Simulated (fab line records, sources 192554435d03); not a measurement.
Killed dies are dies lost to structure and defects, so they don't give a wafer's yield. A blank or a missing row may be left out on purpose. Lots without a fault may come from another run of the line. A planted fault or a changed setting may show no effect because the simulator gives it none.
One fault seen from 2 desks | flow n5_finfet | each desk has only its own numbers; what lay behind them comes last

THE METROLOGY DESK
What the gauges read, lot by lot, whatever tool the lot ran on: means of the sampled wafers that have a number. A lot is out of limits, marked OUT, if its mean lies more than 4 standard deviations from the usual mean; the brackets give that distance. Of its 27 readings 7 are shown: the one that was out of limits first, and those that lie furthest out on some lot.
Columns: A = trench_depth_nm at N5_BEOL_M9_OCD_MEAS_38, usual 150.8 nm; B = M9_THK at N5_BEOL_M9_THK_MEAS_53, usual 138.0 nm; C = M9_RS at N5_BEOL_M9_RS_MEAS_57, usual 0.151 ohm/sq; D = COMB_M14 at N5_BEOL_M15_RC_MEAS_101, usual 3.6e-12 S/m; E = SERP_M5 at N5_BEOL_M15_RC_MEAS_101, usual 39.9 ohm/um; F = SERP_M9 at N5_BEOL_M15_RC_MEAS_101, usual 3.07 ohm/um; G = SERP_M9_max_site at N5_BEOL_M15_RC_MEAS_101, usual 3.16 ohm/um
lot  | first seen here | A                | B                | C                | D       | E    | F               | G
L732 | day 10 12:02    | 149.7            | 136.9            | 0.153            | 4.0e-12 | 38.3 | 3.07            | 3.21
L742 | day 12 08:58    | 174.7 (+8.8) OUT | 161.4 (+7.8) OUT | 0.130 (-6.3) OUT | 5.5e-12 | 40.0 | 2.65 (-5.2) OUT | 2.72 (-4.7) OUT
L743 | day 12 23:23    | 175.3 (+9.1) OUT | 161.0 (+7.7) OUT | 0.133 (-5.6) OUT | 4.1e-12 | 40.1 | 2.69 (-4.7) OUT | 2.77 (-4.1) OUT
L745 | day 13 05:13    | 151.5            | 139.5            | 0.150            | 4.8e-12 | 40.3 | 3.07            | 3.15
L749 | day 14 06:23    | 155.2            | 143.6            | 0.145            | 3.6e-12 | 41.1 | 2.90            | 2.98
L750 | day 14 17:17    | 150.9            | 139.5            | 0.150            | 3.5e-12 | 41.8 | 3.08            | 3.16
L754 | day 16 01:11    | 152.0            | 139.9            | 0.149            | 3.2e-12 | 36.2 | 3.05            | 3.13
This desk's finding: out of limits on L742, L743; first on L742, day 12 09:32 (trench_depth_nm at N5_BEOL_M9_OCD_MEAS_38). In limits: L732, L745, L749, L750, L754.

THE TOOL OWNER'S DESK: rie_diel-03
The tool's own readings at N5_BEOL_M9_TRENCH_ETCH_37 (etches SiCOH lowk in C4F6/O2, target depth 151.43 nm, time 49 s): means of the sampled wafers that have a number, for each lot that ran on this tool. A lot is out of limits, marked OUT, if its mean lies more than 4 standard deviations from the usual mean; the brackets give that distance.
Columns: A = O2_flow_sccm at N5_BEOL_M9_TRENCH_ETCH_37, usual 10.005 sccm; B = drypump_motor_current_A at N5_BEOL_M9_TRENCH_ETCH_37, usual 5.7 A; C = oes_product_au at N5_BEOL_M9_TRENCH_ETCH_37, usual 0.79 a.u.; D = rf_vpp_V at N5_BEOL_M9_TRENCH_ETCH_37, usual 662 V; E = showerhead_plenum_p_Torr at N5_BEOL_M9_TRENCH_ETCH_37, usual 2.85 Torr; F = throttle_valve_pct at N5_BEOL_M9_TRENCH_ETCH_37, usual 20.78 %
lot  | first seen here | A      | B   | C    | D   | E    | F
L732 | day 10 12:31    | 9.971  | 5.2 | 0.76 | 659 | 2.81 | 20.50
L742 | day 12 09:22    | 10.006 | 5.4 | 0.90 | 663 | 2.88 | 20.74
L743 | day 13 00:02    | 9.995  | 5.5 | 0.88 | 663 | 2.87 | 20.75
This desk's finding: nothing out of limits on any of the 3 lots.

PUT TOGETHER
The metrology desk could have raised an alarm at day 12 09:32, on L742, L743.
The tool owner's desk saw nothing out of limits.
The tool owner's desk has L742, L743 on record, within its limits.
Of the lots named, all ran N5_BEOL_M9_TRENCH_ETCH_37 on rie_diel-03.

WHAT THE SIMULATOR HAD PUT IN
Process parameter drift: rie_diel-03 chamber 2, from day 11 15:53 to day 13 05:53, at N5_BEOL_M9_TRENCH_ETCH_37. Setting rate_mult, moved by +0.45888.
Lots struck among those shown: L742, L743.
Hours from the fault's start to each desk's first reading out of limits: the metrology desk, 18.
